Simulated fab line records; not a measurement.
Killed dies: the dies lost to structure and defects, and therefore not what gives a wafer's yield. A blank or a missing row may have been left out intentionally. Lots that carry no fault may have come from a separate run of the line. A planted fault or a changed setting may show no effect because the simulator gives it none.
Matching of chambers :: flow n5_finfet :: N5_BEOL_M4_ETCH_74 on rie_diel-02: 4 sister chambers
The step etches underlayer in N2/H2, target depth 6.5 nm, time 5.2 s. 16 wafers are shown with their chamber, then 8 later ones without.

## EACH WAFER AND ITS CHAMBER
wafer: L084.1
chamber: 1
drypump_motor_current_A (A): 6.2
showerhead_plenum_p_Torr (Torr): 2.69
etch_rf_on_time_s (s): 5.63

wafer: L084.2
chamber: 0
drypump_motor_current_A (A): 6.5
showerhead_plenum_p_Torr (Torr): 2.58
etch_rf_on_time_s (s): 5.58

wafer: L084.3
chamber: 3
drypump_motor_current_A (A): 5.3
showerhead_plenum_p_Torr (Torr): 2.57
etch_rf_on_time_s (s): 5.10

wafer: L074.2
chamber: 0
drypump_motor_current_A (A): 6.5
showerhead_plenum_p_Torr (Torr): 2.57
etch_rf_on_time_s (s): 5.49

wafer: L074.4
chamber: 3
drypump_motor_current_A (A): 5.2
showerhead_plenum_p_Torr (Torr): 2.57
etch_rf_on_time_s (s): 5.06

wafer: L074.5
chamber: 3
drypump_motor_current_A (A): 5.2
showerhead_plenum_p_Torr (Torr): 2.57
etch_rf_on_time_s (s): 5.12

wafer: L085.1
chamber: 3
drypump_motor_current_A (A): 5.3
showerhead_plenum_p_Torr (Torr): 2.57
etch_rf_on_time_s (s): 5.05

wafer: L085.4
chamber: 0
drypump_motor_current_A (A): 6.5
showerhead_plenum_p_Torr (Torr): 2.57
etch_rf_on_time_s (s): 5.45

wafer: L085.5
chamber: 2
drypump_motor_current_A (A): 5.7
showerhead_plenum_p_Torr (Torr): 2.58
etch_rf_on_time_s (s): 5.09

wafer: L087.2
chamber: 1
drypump_motor_current_A (A): 6.2
showerhead_plenum_p_Torr (Torr): 2.68
etch_rf_on_time_s (s): 5.49

wafer: L087.4
chamber: 0
drypump_motor_current_A (A): 6.5
showerhead_plenum_p_Torr (Torr): 2.57
etch_rf_on_time_s (s): 5.46

wafer: L087.6
chamber: 0
drypump_motor_current_A (A): 6.5
showerhead_plenum_p_Torr (Torr): 2.57
etch_rf_on_time_s (s): 5.46

wafer: L089.2
chamber: 3
drypump_motor_current_A (A): 5.2
showerhead_plenum_p_Torr (Torr): 2.57
etch_rf_on_time_s (s): 5.08

wafer: L089.4
chamber: 2
drypump_motor_current_A (A): 5.7
showerhead_plenum_p_Torr (Torr): 2.58
etch_rf_on_time_s (s): 5.14

wafer: L089.5
chamber: 0
drypump_motor_current_A (A): 6.5
showerhead_plenum_p_Torr (Torr): 2.57
etch_rf_on_time_s (s): 5.48

wafer: L093.2
chamber: 0
drypump_motor_current_A (A): 6.5
showerhead_plenum_p_Torr (Torr): 2.56
etch_rf_on_time_s (s): 5.50

SIGNATURES (means of the wafers above)
reading: drypump_motor_current_A
chamber 0: 6.500
chamber 1: 6.200
chamber 2: 5.700
chamber 3: 5.240
scatter within a chamber: 0.0316

reading: showerhead_plenum_p_Torr
chamber 0: 2.5700
chamber 1: 2.6850
chamber 2: 2.5800
chamber 3: 2.5700
scatter within a chamber: 0.00456

reading: etch_rf_on_time_s
chamber 0: 5.4886
chamber 1: 5.5600
chamber 2: 5.1150
chamber 3: 5.0820
scatter within a chamber: 0.0466
Rule: a wafer's distance from a chamber is the root of the sum, over the readings, of the square of ((its reading less the chamber's mean) divided by the reading's scatter). The wafer belongs to the nearest chamber; if the next one is less than 2 further off, it can't be placed. How the scatter is found: for the shown wafers, subtract from each reading the mean of its chamber, square and add these, divide the total by (wafers less chambers), then take the root.

## WAFERS WITH NO CHAMBER GIVEN
wafer: L093.3
drypump_motor_current_A (A): 5.7
showerhead_plenum_p_Torr (Torr): 2.58
etch_rf_on_time_s (s): 5.12

wafer: L093.4
drypump_motor_current_A (A): 5.2
showerhead_plenum_p_Torr (Torr): 2.56
etch_rf_on_time_s (s): 5.11

wafer: L094.3
drypump_motor_current_A (A): 5.7
showerhead_plenum_p_Torr (Torr): 2.58
etch_rf_on_time_s (s): 5.18

wafer: L094.4
drypump_motor_current_A (A): 5.2
showerhead_plenum_p_Torr (Torr): 2.56
etch_rf_on_time_s (s): 5.10

wafer: L094.6
drypump_motor_current_A (A): 5.7
showerhead_plenum_p_Torr (Torr): 2.57
etch_rf_on_time_s (s): 5.13

wafer: L097.1
drypump_motor_current_A (A): 6.1
showerhead_plenum_p_Torr (Torr): 2.67
etch_rf_on_time_s (s): 5.46

wafer: L097.4
drypump_motor_current_A (A): 5.7
showerhead_plenum_p_Torr (Torr): 2.57
etch_rf_on_time_s (s): 5.17

wafer: L097.6
drypump_motor_current_A (A): 5.2
showerhead_plenum_p_Torr (Torr): 2.56
etch_rf_on_time_s (s): 5.10

## WHICH CHAMBER EACH ONE RAN IN
wafer: L093.3
from the rows above: 2
in truth: 2

wafer: L093.4
from the rows above: 3
in truth: 3

wafer: L094.3
from the rows above: 2
in truth: 2

wafer: L094.4
from the rows above: 3
in truth: 3

wafer: L094.6
from the rows above: 2
in truth: 2

wafer: L097.1
from the rows above: 1
in truth: 1

wafer: L097.4
from the rows above: 2
in truth: 2

wafer: L097.6
from the rows above: 3
in truth: 3
Correct placement for 8 of the 8. Can't be placed from these rows: 0. Wrongly placed: 0.
